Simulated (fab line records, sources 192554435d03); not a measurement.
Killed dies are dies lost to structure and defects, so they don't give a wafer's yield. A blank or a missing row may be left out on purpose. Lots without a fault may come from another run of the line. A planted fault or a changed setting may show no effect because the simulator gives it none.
Split-lot experiment | flow n5_finfet | 7 lots, 39 wafers read, on a route of 1938 steps

THE SPLIT
At N5_MOL_CONTACT_COAG_EXPOSE_37 (exposes mask VD, defocus 0 nm), the setting dose_mj was moved away from the recipe's 62 on 15 of the 39 wafers read, by -7.8% to +5.6%. The other wafers ran this setting at the recipe's value.

FROM THE SPLIT TO THE READING: what the file shows between them, 5 steps
- N5_MOL_CONTACT_COAG_PEB_38: peb time 60 s
- N5_MOL_CONTACT_COAG_DEVELOP_39: develop time 30 s
- N5_MOL_CONTACT_COAG_CD_MEAS_40: target cd 25.1 nm
- N5_MOL_CONTACT_COAG_PRECLEAN_138: cleans in alkaline clean, time 60 s
- N5_MOL_CONTACT_COAG_SRD_139: time 30 s

THE READING
cd_nm, in nm, at N5_MOL_CONTACT_COAG_CD_MEAS_101 (target cd 16 nm). Fault-free wafers of this fab line usually give 16.0 nm, standard deviation 0.34 nm.

wafer  | tool, chamber at the split | dose_mj as run | against the recipe | cd_nm, nm | against lot-mates on the recipe
L079.1 | euv_scanner-01, 0          | 62             | recipe             | 15.6      | -
L079.2 | euv_scanner-01, 0          | 62             | recipe             | 15.5      | -
L079.3 | euv_scanner-01, 0          | 62             | recipe             | 16.2      | -
L079.4 | euv_scanner-01, 0          | 62             | recipe             | 15.8      | -
L079.5 | euv_scanner-01, 0          | 62             | recipe             | 15.7      | -
L079.6 | euv_scanner-01, 0          | 62             | recipe             | 16.2      | -
L084.1 | euv_scanner-01, 0          | 65.49          | +5.6%              | 17.2      | +1.1
L084.2 | euv_scanner-01, 0          | 65.49          | +5.6%              | 16.8      | +0.7
L084.3 | euv_scanner-01, 0          | 62             | recipe             | 16.2      | -
L084.4 | euv_scanner-01, 0          | 62             | recipe             | 16.2      | -
L084.5 | euv_scanner-01, 0          | 62             | recipe             | 16.0      | -
L084.6 | euv_scanner-01, 0          | 65.49          | +5.6%              | 17.0      | +0.9
L086.1 | euv_scanner-02, 0          | 64.22          | +3.6%              | 16.5      | +0.6
L086.2 | euv_scanner-02, 0          | 64.22          | +3.6%              | 16.3      | +0.4
L086.3 | euv_scanner-02, 0          | 64.22          | +3.6%              | 16.4      | +0.5
L086.4 | euv_scanner-02, 0          | 62             | recipe             | 15.8      | -
L086.5 | euv_scanner-02, 0          | 62             | recipe             | 16.0      | -
L086.6 | euv_scanner-02, 0          | 62             | recipe             | 16.0      | -
L087.1 | euv_scanner-02, 0          | 62             | recipe             | 16.6      | -
L087.2 | euv_scanner-02, 0          | 57.44          | -7.4%              | 15.1      | -1.2
L087.3 | euv_scanner-02, 0          | 57.44          | -7.4%              | 14.8      | -1.5
L087.4 | euv_scanner-02, 0          | 57.44          | -7.4%              | 14.8      | -1.5
L087.5 | euv_scanner-02, 0          | 62             | recipe             | 15.9      | -
L087.6 | euv_scanner-02, 0          | 62             | recipe             | 16.3      | -
L089.1 | euv_scanner-02, 0          | 62             | recipe             | 16.2      | -
L089.3 | euv_scanner-02, 0          | 62             | recipe             | 16.1      | -
L089.6 | euv_scanner-02, 0          | 62             | recipe             | 16.5      | -
L093.1 | euv_scanner-01, 0          | 57.16          | -7.8%              | 14.1      | -1.9
L093.2 | euv_scanner-01, 0          | 62             | recipe             | 16.2      | -
L093.3 | euv_scanner-01, 0          | 62             | recipe             | 16.0      | -
L093.4 | euv_scanner-01, 0          | 57.16          | -7.8%              | 14.5      | -1.5
L093.5 | euv_scanner-01, 0          | 57.16          | -7.8%              | 13.6      | -2.4
L093.6 | euv_scanner-01, 0          | 62             | recipe             | 15.7      | -
L097.1 | euv_scanner-02, 0          | 62             | recipe             | 16.3      | -
L097.2 | euv_scanner-02, 0          | 62             | recipe             | 15.4      | -
L097.3 | euv_scanner-02, 0          | 60.36          | -2.6%              | 16.0      | +0.0
L097.4 | euv_scanner-02, 0          | 60.36          | -2.6%              | 15.6      | -0.4
L097.5 | euv_scanner-02, 0          | 62             | recipe             | 16.2      | -
L097.6 | euv_scanner-02, 0          | 60.36          | -2.6%              | 15.3      | -0.7

THE FIT
A straight line over all 39 wafers: cd_nm changes by +0.187 nm for each +1% of dose_mj; r = +0.90; the points scatter about the line by 0.33 nm.
The same after taking each lot's own level away (the mean of its wafers on the recipe; 39 wafers): +0.192 nm for each +1%; r = +0.92; scatter 0.29 nm.
On that fit, the largest move of dose_mj shifts the reading by 1.5 nm.
The lots' own levels span 15.83 to 16.27 nm, that is 1.3 times the standard deviation above.
So the lot-to-lot level changes the slope little: the two slopes agree.
Check: with one of the wafers moved furthest among these (-7.8%) left out of the fit, the line predicts -1.49 nm for it against its lot-mates. It came out at -1.87 nm against them.

OTHER SPLITS ON THESE WAFERS
These wafers also went through other splits before the reading. Each is held against what the fit with the lots' levels taken away leaves over:
other split on the same wafers             | wafers away from the commonest value | r with cd_nm (lot level and that fit taken away)
N5_FIN_SAQP_MANDREL_ETCH_22 target_depth_a | 18                                   | +0.19
N5_FIN_CUT_ETCH_21 bias_w                  | 18                                   | -0.23
N5_FIN_CUT_CUT_ETCH_26 target_depth_a      | 12                                   | +0.03
N5_DUMMY_GATE_ETCH_37 source_w             | 12                                   | -0.02

THE WHOLE CHAIN: every reading that the file lists as answering this split, in the file's order
step                            | what it does      | reading | change (the file's fit)               | r (the file's)
N5_MOL_CONTACT_COAG_CD_MEAS_40  | target cd 25.1 nm | cd_nm   | +0.167 nm for each +1% of the setting | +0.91
N5_MOL_CONTACT_COAG_CD_MEAS_101 | target cd 16 nm   | cd_nm   | +0.194 nm for each +1% of the setting | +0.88

THE FILE'S OWN FIT
cd_nm changes by +0.194 nm for each +1% of dose_mj, r = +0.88.
